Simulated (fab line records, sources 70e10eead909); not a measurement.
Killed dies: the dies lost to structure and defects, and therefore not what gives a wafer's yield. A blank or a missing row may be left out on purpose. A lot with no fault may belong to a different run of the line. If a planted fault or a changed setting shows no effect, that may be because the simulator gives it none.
Struck lot and sound lot, side by side || flow nand_harc || 40 out of 1159 route steps
Sound: the wafers L463.2, L463.3, L463.4. Struck: wafer L471.2. (L471.4, L471.6 of the same lot were not struck and are left out.) The cause comes at the end.
Each step with rows lists, per side, the tool, then ch with its chambers, then its first start. Under that, the readings that differ: sound wafers || struck wafers || difference of the means || sigmas: that difference in standard deviations of wafers without a fault.
alike: same words and numbers on both sides, and readings whose means sit less than 2 such deviations apart. not compared: any withheld reading, any reading some wafer has no value for, any bound like >300 that may hide the same value, and any number with overlapping values for which the record gives no deviation.
Wherever a step has rows on one side only, a row that says differs or no value, or a row with sigmas, the two part there. When numbers do not overlap yet have no deviation, they are printed without sigmas and do not part them. A reading missing from all wafers of one side parts the sides only when that side holds two or more wafers.

first, 2 steps without rows for these wafers: NHARC_A_STAIRCASE_SRD_154; NHARC_A_STAIRCASE_ETCH_403 (etches SiO2 in dHF, target depth 108.2 nm).
NHARC_A_STAIRCASE_ETCHBACK_422: etches the open film in CH3F/O2, target depth 40 nm, time 74.286 s.
  sound on rie_diel-02 ch 1,2,3, day 13 13:53; struck on rie_diel-02 ch 1, day 15 19:04
{"reading": "oes_product_au (a.u.)", "sound": "0.90 0.94 0.91", "struck": 1.00, "difference": "+0.08", "sigmas": "+2"}
{"reading": "rf_hours_counter_h (h)", "sound": "51 51 55", "struck": 7, "difference": -45, "sigmas": ""}
  alike: drypump_motor_current_A, rf_vpp_V, showerhead_plenum_p_Torr, throttle_valve_pct
then, 4 steps without rows for these wafers: NHARC_A_STAIRCASE_ETCH_423 (etches SiO2 in dHF, target depth 30 nm); NHARC_A_STAIRCASE_ETCHBACK_157 (etches the open film in CH3F/O2, target depth 90 nm, time 167.14 s); NHARC_A_STAIRCASE_STRIP_475 (strips in O2, time 20 s); NHARC_A_STAIRCASE_DEP_471 (deposits SiO2, target thk 100 nm).
NHARC_A_STAIRCASE_CMP_472: polishes SiO2.
  sound on cmp-01 ch 0,1,2, day 13 14:59; struck on cmp-01 ch 3, day 15 20:04
  alike: motor_current_A
then, 1 step without rows for these wafers: NHARC_A_STAIRCASE_SRD_474.
NHARC_A_STAIRCASE_INSPECT_155:
  sound on defect_inspect-01, day 13 15:20; struck on defect_inspect-01, day 15 20:25
  alike: raw_defect_count
NHARC_A_SGD_CUT_DEP_00: deposits SiNx, target thk 50 nm.
  sound on pecvd-02 ch 0,2, day 13 15:25; struck on pecvd-04 ch 0, day 15 20:32
  alike: heater_power_w
  not compared: since_wet_clean_h
then, 10 steps without rows for these wafers: NHARC_A_SGD_CUT_DEHYDRATE_01 (time 120 s); NHARC_A_SGD_CUT_HMDS_02 (time 30 s); NHARC_A_SGD_CUT_COAT_56 (time 75 s); NHARC_A_SGD_CUT_COAT_57 (time 65 s); NHARC_A_SGD_CUT_COAT_03 (resist thk 90 nm); NHARC_A_SGD_CUT_SOFTBAKE_04 (time 55 s); NHARC_A_SGD_CUT_EBR_05; NHARC_A_SGD_CUT_EXPOSE_06 (exposes mask SGD); NHARC_A_SGD_CUT_PEB_07 (peb time 65 s); NHARC_A_SGD_CUT_DEVELOP_08 (develop time 35 s).
NHARC_A_SGD_CUT_CD_MEAS_09 targets a cd of 100 nm.
  sound on cd_sem-01 ch 0, day 13 16:08; struck on cd_sem-01 ch 0, day 15 21:12
{"reading": "cd_nm (nm)", "sound": "99.9 101.8 99.1", "struck": 101.7, "difference": "+1.4", "sigmas": "+2"}
NHARC_A_SGD_CUT_OVL_MEAS_10:
  sound on overlay-02, day 13 16:13; struck on overlay-01, day 15 21:17
{"reading": "overlay_y_nm (nm)", "sound": "-1.6 -1.8 -1.7", "struck": 0.8, "difference": "+2.5", "sigmas": "+3"}
  alike: overlay_x_nm
NHARC_A_SGD_CUT_INSPECT_11:
  sound on defect_inspect-01, day 13 16:15; struck on defect_inspect-02, day 15 21:19
  alike: raw_defect_count
then, 4 steps without rows for these wafers: NHARC_A_SGD_CUT_DESCUM_14 (chemistry O2, time 3 s); NHARC_A_SGD_CUT_ETCH_58 (etches the open film in CF4, target depth 39 nm, time 65 s); NHARC_A_SGD_CUT_ETCH_59 (etches the open film in N2/H2, target depth 260 nm, time 406.25 s); NHARC_A_SGD_CUT_ETCH_15 (etches the open film in CH3F/O2, target depth 75 nm, time 64.3 s).
NHARC_A_SGD_CUT_ETCH_16: etches the open film in C4F8/O2/Ar, target depth 310.5 nm, time 155.2 s.
  sound: rie_diel-07 ch 0,2,3; struck: rie_diel-08 ch 3
{"reading": "rf_hours_counter_h (h)", "sound": "4 4 4", "struck": 6, "difference": "+2", "sigmas": ""}
  alike: oes_product_au, rf_vpp_V
then, 6 steps without rows for these wafers: NHARC_A_SGD_CUT_STRIP_60 (strips in C4F8/O2/Ar); NHARC_A_SGD_CUT_STRIP_17 (strips in O2); NHARC_A_SGD_CUT_PRECLEAN_18 (cleans in SC1); NHARC_A_SGD_CUT_SRD_19; NHARC_A_SGD_CUT_DEP_20 (deposits SiO2, target thk 150 nm); NHARC_A_SGD_CUT_ANNEAL_27 (time 1800 s).
NHARC_A_SGD_CUT_CMP_21: polishes, target thk 148.19 nm.
  sound on cmp-02 ch 0,1,3, day 14 01:01; struck on cmp-03 ch 0, day 16 02:58
  alike: motor_current_A, time_to_endpoint_s
then, 2 steps without rows for these wafers: NHARC_A_SGD_CUT_SRD_23; NHARC_A_SGD_CUT_ETCH_26 (etches SiO2 in dHF, target depth 45.8 nm).
NHARC_A_SGD_CUT_ETCHBACK_24: etches the open film in CH3F/O2, target depth 50 nm, time 92.857 s.
  sound on rie_diel-06 ch 0,1,2, day 14 01:30; struck on rie_diel-08 ch 0, day 16 03:26
  alike: drypump_motor_current_A, oes_product_au, rf_vpp_V, showerhead_plenum_p_Torr, throttle_valve_pct
  not compared: rf_hours_counter_h
-- break in the record here, with 6 days between the starts of the struck wafers on either side (left off in module A_SGD_CUT, picked up again in module END, where the first step shown is number 1159 on the route) --
NHARC_END_SORT_01:
  at this point the record logs the struck wafers (prober-02 ch 0, day 21 17:53) and has no rows for the sound ones

WHERE THEY PART
Earliest at NHARC_A_STAIRCASE_ETCHBACK_422; latest, in this record, at NHARC_END_SORT_01.

WHY: what had been put in by the simulator
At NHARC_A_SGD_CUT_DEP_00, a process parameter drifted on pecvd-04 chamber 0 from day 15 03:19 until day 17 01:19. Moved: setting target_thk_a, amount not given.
